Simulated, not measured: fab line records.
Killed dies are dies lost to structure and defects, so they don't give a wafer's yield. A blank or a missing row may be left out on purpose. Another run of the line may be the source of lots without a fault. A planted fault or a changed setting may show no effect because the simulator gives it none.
Chamber matching | flow nand_harc | 4 sister chambers for NHARC_A_STAIRCASE_STRIP_476 on rie_diel-12
The step strips in O2, time 20 s. 20 wafers are shown with their chamber, then 10 later ones without.

== WAFERS, EACH WITH ITS CHAMBER ==
wafer  | chamber | showerhead_plenum_p_Torr (Torr) | oes_product_au (a.u.) | rf_vpp_V (V)
L074.3 | 0       | 3.46                            | 0.994                 | 58.8
L074.4 | 1       | 3.36                            | 0.988                 | 57.0
L074.5 | 3       | 3.68                            | 1.003                 | 57.6
L079.1 | 2       | 3.65                            | 0.998                 | 58.4
L079.2 | 3       | 3.67                            | 0.986                 | 59.0
L079.5 | 1       | 3.36                            | 0.980                 | 58.0
L081.1 | 3       | 3.67                            | 0.995                 | 59.0
L081.2 | 2       | 3.65                            | 0.999                 | 58.9
L081.4 | 1       | 3.35                            | 0.993                 | 58.2
L082.1 | 1       | 3.35                            | 0.981                 | 56.5
L082.4 | 3       | 3.66                            | 0.988                 | 58.8
L082.5 | 2       | 3.64                            | 1.006                 | 57.6
L087.1 | 1       | 3.35                            | 0.990                 | 57.7
L087.2 | 2       | 3.64                            | 1.001                 | 59.3
L087.4 | 3       | 3.66                            | 0.999                 | 57.6
L086.2 | 3       | 3.66                            | 0.995                 | 58.6
L086.5 | 1       | 3.35                            | 0.980                 | 56.9
L086.6 | 2       | 3.64                            | 0.998                 | 58.0
L088.3 | 0       | 3.45                            | 1.009                 | 56.2
L088.4 | 2       | 3.64                            | 1.009                 | 58.2

SIGNATURES (means of the wafers above)
reading                  | chamber 0 | chamber 1 | chamber 2 | chamber 3 | scatter within a chamber
showerhead_plenum_p_Torr | 3.4550    | 3.3533    | 3.6433    | 3.6667    | 0.00637
oes_product_au           | 1.00150   | 0.98533   | 1.00183   | 0.99433   | 0.00607
rf_vpp_V                 | 57.500    | 57.383    | 58.400    | 58.433    | 0.782
Rule: a wafer lies at a distance from a chamber equal to the root of the sum of squares, over the readings, of (its reading less the chamber's mean, divided by the reading's scatter). If the next closest chamber is less than 2 further off than the closest, the wafer can't be placed; otherwise it belongs to the closest. The scatter: take each reading less its chamber's mean, square it, sum over the shown wafers, divide by the number of wafers less the number of chambers, and take the root.

== WAFERS MISSING THEIR CHAMBER ==
wafer  | showerhead_plenum_p_Torr (Torr) | oes_product_au (a.u.) | rf_vpp_V (V)
L088.5 | 3.66                            | 1.005                 | 59.3
L095.2 | 3.65                            | 0.994                 | 58.6
L095.4 | 3.63                            | 0.991                 | 58.2
L095.6 | 3.65                            | 0.987                 | 58.5
L096.2 | 3.63                            | 0.990                 | 58.9
L096.4 | 3.34                            | 0.982                 | 57.2
L096.5 | 3.34                            | 0.972                 | 57.7
L097.3 | 3.63                            | 0.982                 | 57.7
L097.4 | 3.65                            | 0.996                 | 59.0
L097.5 | 3.63                            | 0.986                 | 57.2

== EACH ONE'S CHAMBER ==
wafer  | from the rows above     | in truth
L088.5 | can't be placed: 3 or 2 | 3
L095.2 | can't be placed: 2 or 3 | 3
L095.4 | 2                       | 2
L095.6 | can't be placed: 2 or 3 | 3
L096.2 | 2                       | 2
L096.4 | 1                       | 1
L096.5 | 1                       | 1
L097.3 | 2                       | 2
L097.4 | can't be placed: 2 or 3 | 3
L097.5 | 2                       | 2
Correctly placed: 6 of 10. Can't be placed from these rows: 4 (the true chamber is among the candidates in 4). 0 placed wrongly.
